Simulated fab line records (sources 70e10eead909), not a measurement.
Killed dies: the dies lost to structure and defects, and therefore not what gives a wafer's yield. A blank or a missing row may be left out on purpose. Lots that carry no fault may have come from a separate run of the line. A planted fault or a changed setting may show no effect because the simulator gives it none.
Matching of chambers | flow nand harc | 4 sister chambers for NHARC_A_CONTACT_ETCH_92 on rie diel-05
The step etches the open film in CH3F/O2, target depth 40 nm, time 85.7 s. 8 wafers are shown with their chamber, then 11 later ones without.

== WAFERS, EACH WITH ITS CHAMBER ==
wafer  | chamber | showerhead plenum p Torr (Torr) | drypump motor current A (A)
L077.3 | 1       | 2.60                            | 5.1
L079.5 | 1       | 2.60                            | 5.1
L085.3 | 2       | 2.33                            | 5.8
L085.4 | 3       | 2.65                            | 5.2
L090.2 | 0       | 2.43                            | 6.0
L090.3 | 2       | 2.32                            | 5.9
L090.6 | 0       | 2.43                            | 6.0
L091.1 | 3       | 2.64                            | 5.2

== WAFERS WITHOUT THEIR CHAMBER ==
wafer  | showerhead plenum p Torr (Torr) | drypump motor current A (A)
L091.3 | 2.43                            | 6.0
L091.4 | 2.59                            | 5.1
L094.3 | 2.32                            | 5.9
L094.4 | 2.43                            | 6.1
L094.5 | 2.64                            | 5.2
L095.1 | 2.64                            | 5.2
L095.4 | 2.59                            | 5.1
L095.5 | 2.32                            | 5.8
L097.1 | 2.42                            | 6.1
L097.4 | 2.64                            | 5.2
L097.5 | 2.32                            | 5.9

== THE CHAMBER EACH PASSED THROUGH ==
wafer  | from the rows above | in truth
L091.3 | 0                   | 0
L091.4 | 1                   | 1
L094.3 | 2                   | 2
L094.4 | 0                   | 0
L094.5 | 3                   | 3
L095.1 | 3                   | 3
L095.4 | 1                   | 1
L095.5 | 2                   | 2
L097.1 | 0                   | 0
L097.4 | 3                   | 3
L097.5 | 2                   | 2
Correct placement for 11 of the 11. Number that these rows cannot place: 0. Number placed wrongly: 0.
How it was worked out, from the rows above alone: a wafer's distance from a chamber is the root of the sum, over the readings, of the square of ((its reading less the chamber's mean) divided by the reading's scatter). If the next closest chamber is less than 2 further off than the closest, the wafer can't be placed; otherwise it belongs to the closest. A chamber's mean is the mean of its shown wafers. How the scatter is found: for the shown wafers, subtract from each reading the mean of its chamber, square and add these, divide the total by (wafers less chambers), then take the root.
